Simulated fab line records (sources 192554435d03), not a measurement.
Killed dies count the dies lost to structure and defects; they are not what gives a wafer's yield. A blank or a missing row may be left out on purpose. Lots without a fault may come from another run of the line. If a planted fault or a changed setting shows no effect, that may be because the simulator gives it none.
What tool caused it? | flow n5Finfet | 12 lots, 36 wafers sampled, at 2 steps of a route of 1938

WHAT THE GAUGES SHOWED, per wafer
N5_MOL_CONTACT_COAG_THK_MEAS_53.
lot  | measured     | on           | VIA_MOL_THK (nm)
L606 | day 5 07:58  | filmMetro-01 | 44.6 44.4 43.9
L608 | day 5 20:17  | filmMetro-01 | 43.0 43.5 44.1
L613 | day 6 21:30  | filmMetro-01 | 43.4 43.5 42.9
L617 | day 7 23:45  | filmMetro-01 | 42.8 43.4 40.7
L618 | day 8 12:26  | filmMetro-01 | 40.6 42.7 44.1
L620 | day 8 20:34  | filmMetro-02 | 44.3 44.2 43.5
L621 | day 9 04:07  | filmMetro-01 | 43.7 44.8 45.1
L623 | day 9 11:28  | filmMetro-02 | 43.6 43.1 44.5
L624 | day 9 22:13  | filmMetro-02 | 43.9 44.7 44.3
L625 | day 9 23:18  | filmMetro-01 | 43.6 43.6 44.0
L627 | day 10 12:44 | filmMetro-02 | 44.1 43.5 44.9
L628 | day 10 20:07 | filmMetro-02 | 44.5 44.6 45.1

EACH LOT AND THE TOOL THAT RAN IT (in order: tool; ch and the chambers of the sampled wafers; start)
lot  | N5_MOL_CONTACT_COAG_PECVD_31
L606 | pecvd-03 ch 0,2, day 5 01:57
L608 | pecvd-03 ch 1,2, day 5 16:17
L613 | pecvd-04 ch 0,1,2, day 6 17:41
L617 | pecvd-04 ch 0,1, day 7 20:19
L618 | pecvd-04 ch 0,1,2, day 8 06:40
L620 | pecvd-01 ch 0,2, day 8 13:51
L621 | pecvd-03 ch 1,2, day 9 00:05
L623 | pecvd-03 ch 1,2, day 9 07:49
L624 | pecvd-01 ch 0,1, day 9 18:18
L625 | pecvd-01 ch 0,1, day 9 19:06
L627 | pecvd-01 ch 0,2, day 10 09:07
L628 | pecvd-03 ch 0,2, day 10 15:44
- N5_MOL_CONTACT_COAG_PECVD_31: deposits SiO2 from TEOS/O2, target thk 46 nm, time 8.9 s.

WHAT THE TOOLS THEMSELVES READ (means of the sampled wafers that have a number; where no wafer has one, the mark that the record gives instead)
The record holds no such reading with a usual standard deviation.

THE ANSWER, worked out from the rows above alone
Rule: what is usual is taken from the lots themselves. Put in order of their means at a reading, lots are off if they are a third of the lots or fewer, leave a main group of 4 or more, and stand apart from it by a gap of 3 or more times the standard deviation of the main group's means; of several such gaps the widest counts. The tables above print the reading to a certain number of digits; a main group whose means all agree to those digits is not used. A lot without any number at a reading at which 4 lots or more have one is off too. Any other lot the step has rows for is counted as sound. Order of review: gauges by route order, followed by the tools' own readings, for which a lot's mean as printed above is used. The first step at which some lot is off is used, and at that step the reading that is off furthest; a lot without a number counts as furthest.
No lot is off on any of the readings shown, so nothing can be concluded from this.

WHAT THE SIMULATOR HAD INSERTED
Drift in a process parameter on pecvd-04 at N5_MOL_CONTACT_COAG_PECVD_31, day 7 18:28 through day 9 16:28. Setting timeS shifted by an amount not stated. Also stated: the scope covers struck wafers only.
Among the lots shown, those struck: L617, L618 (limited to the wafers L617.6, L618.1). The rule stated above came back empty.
